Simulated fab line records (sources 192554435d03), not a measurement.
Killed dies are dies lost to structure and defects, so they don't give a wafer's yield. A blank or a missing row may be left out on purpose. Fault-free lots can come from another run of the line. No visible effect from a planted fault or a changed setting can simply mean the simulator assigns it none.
Problem report in the 8D (eight disciplines) form, filled by code / flow n5-finfet / the parts of the form that need people (team, actions taken, sign-off) are left out

== 1. PROBLEM STATEMENT ==
Wafers without a fault read 1500.1 rpm, standard deviation 1.1; spin-speed-rpm at N5_BEOL_M0_CUTY_COAT_51 reads a mean of 1627.4 rpm on 9 wafers belonging to 3 lots. That is +99 or more standard deviations from the usual mean.
The step: resist thk 150 nm.
First observed at day 9 07:02: wafer L196.3, on litho-track-04. The record has a number at this step for 15 wafers belonging to 5 lots. Rule for "out" (also "out of limits"): further than 4 standard deviations from the usual mean. All remaining wafers that have a number are taken as sound.

== 2. WHAT IT IS; WHAT IT IS NOT ==
question=which readings at this step | is=spin-speed-rpm | is not=-
question=which lots | is=L196, L197, L201 | is not=L187, L204
question=which wafers of those lots | is=all that have a number | is not=-
question=read on which tools | is=litho-track-04 | is not=litho-track-03
question=when | is=from day 9 07:02 | is not=up to then (3 sound wafers); but 3 sound wafers of L204 came after

== 3. WHAT RULES OUT EACH SUSPECT ==
Counting: a tool stays on the suspect list if, at a process step up to the reading, it processed all lots that are out and no sound lot following the first of them.
- litho-track-04 at N5_BEOL_M0_CUTY_COAT_51 (resist thk 150 nm): kept. It processed each lot that is out, first L196 at day 9 07:02, and no sound lot thereafter; up to then, the last sound lot it processed was L187 at day 6 16:47. Its own spin-speed-rpm readings are out on those wafers.
Remaining after the count: litho-track-04 at N5_BEOL_M0_CUTY_COAT_51.

== 4. THE CAUSE (what the simulator had put in) ==
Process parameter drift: litho-track-04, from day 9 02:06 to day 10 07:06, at N5_BEOL_M0_CUTY_COAT_51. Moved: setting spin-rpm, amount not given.
After counting, this tool was the only one left.

== 5. SEQUENCE OF EFFECTS, ordered by route ==
Each row: a reading where the mean over the struck wafers with a number is more than 3 standard deviations away from the usual. Scope: only readings with a usual standard deviation given in the record; hours: median across lots of the time from each lot's start at the first step in this table that gives one to its start at this step; sigmas: change in usual standard deviations.
hours=0; step=N5_BEOL_M0_CUTY_COAT_51; reading=spin-speed-rpm; usual=1500.1 rpm; on struck wafers=1627.4; change=+127.3; sigmas=+99 or more
Its process steps:
- N5_BEOL_M0_CUTY_COAT_51: resist thk 150 nm.
Later measuring or inspecting steps at which every struck wafer that the step has a row for has a number for every such reading, and none has moved that far: N5_BEOL_M4_RC_MEAS_101.

== 6. WHAT WOULD HAVE CAUGHT IT SOONER ==
In this record no reading fell out of limits until day 9 07:02, 5 hours after the fault had begun at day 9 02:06.
